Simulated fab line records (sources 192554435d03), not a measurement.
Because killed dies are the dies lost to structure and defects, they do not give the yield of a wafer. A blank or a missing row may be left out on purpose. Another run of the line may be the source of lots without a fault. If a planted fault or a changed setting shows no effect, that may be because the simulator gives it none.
Matching of chambers || flow n5 finfet || 3 sister chambers for N5_MOL_CONTACT_COAG_ETCH_106 on rie diel-03
The step etches SOC in N2/H2, target depth 80 nm, overetch 16 nm, time 120 s. 6 wafers are shown with their chamber, then 8 later ones without.

WAFERS, EACH WITH ITS CHAMBER
{"wafer": "L076.3", "chamber": 3, "showerhead plenum p Torr (Torr)": 2.59, "throttle valve pct (%)": 17.61}
{"wafer": "L085.3", "chamber": 0, "showerhead plenum p Torr (Torr)": 2.62, "throttle valve pct (%)": 18.19}
{"wafer": "L085.6", "chamber": 0, "showerhead plenum p Torr (Torr)": 2.62, "throttle valve pct (%)": 18.19}
{"wafer": "L088.2", "chamber": 1, "showerhead plenum p Torr (Torr)": 2.38, "throttle valve pct (%)": 17.86}
{"wafer": "L088.3", "chamber": 3, "showerhead plenum p Torr (Torr)": 2.58, "throttle valve pct (%)": 17.66}
{"wafer": "L088.5", "chamber": 1, "showerhead plenum p Torr (Torr)": 2.38, "throttle valve pct (%)": 17.86}

WAFERS WHOSE CHAMBER IS MISSING
{"wafer": "L091.2", "showerhead plenum p Torr (Torr)": 2.57, "throttle valve pct (%)": 17.67}
{"wafer": "L091.4", "showerhead plenum p Torr (Torr)": 2.61, "throttle valve pct (%)": 18.21}
{"wafer": "L091.6", "showerhead plenum p Torr (Torr)": 2.38, "throttle valve pct (%)": 17.89}
{"wafer": "L092.2", "showerhead plenum p Torr (Torr)": 2.37, "throttle valve pct (%)": 17.86}
{"wafer": "L092.5", "showerhead plenum p Torr (Torr)": 2.37, "throttle valve pct (%)": 17.87}
{"wafer": "L092.6", "showerhead plenum p Torr (Torr)": 2.61, "throttle valve pct (%)": 18.21}
{"wafer": "L096.1", "showerhead plenum p Torr (Torr)": 2.61, "throttle valve pct (%)": 18.24}
{"wafer": "L096.2", "showerhead plenum p Torr (Torr)": 2.57, "throttle valve pct (%)": 17.69}

THE CHAMBER EACH PASSED THROUGH
{"wafer": "L091.2", "from the rows above": 3, "in truth": 3}
{"wafer": "L091.4", "from the rows above": 0, "in truth": 0}
{"wafer": "L091.6", "from the rows above": 1, "in truth": 1}
{"wafer": "L092.2", "from the rows above": 1, "in truth": 1}
{"wafer": "L092.5", "from the rows above": 1, "in truth": 1}
{"wafer": "L092.6", "from the rows above": 0, "in truth": 0}
{"wafer": "L096.1", "from the rows above": 0, "in truth": 0}
{"wafer": "L096.2", "from the rows above": 3, "in truth": 3}
Placed correctly: 8 of 8. Can't be placed from these rows: 0. Placed wrongly: 0.
How it was worked out, from the rows above alone: a wafer's distance from a chamber is the root of the sum, over the readings, of the square of ((its reading less the chamber's mean) divided by the reading's scatter). The wafer belongs to the nearest chamber; if the next one is less than 2 further off, it can't be placed. A chamber's mean is the mean of its shown wafers. How the scatter is found: for the shown wafers, subtract from each reading the mean of its chamber, square and add these, divide the total by (wafers less chambers), then take the root.
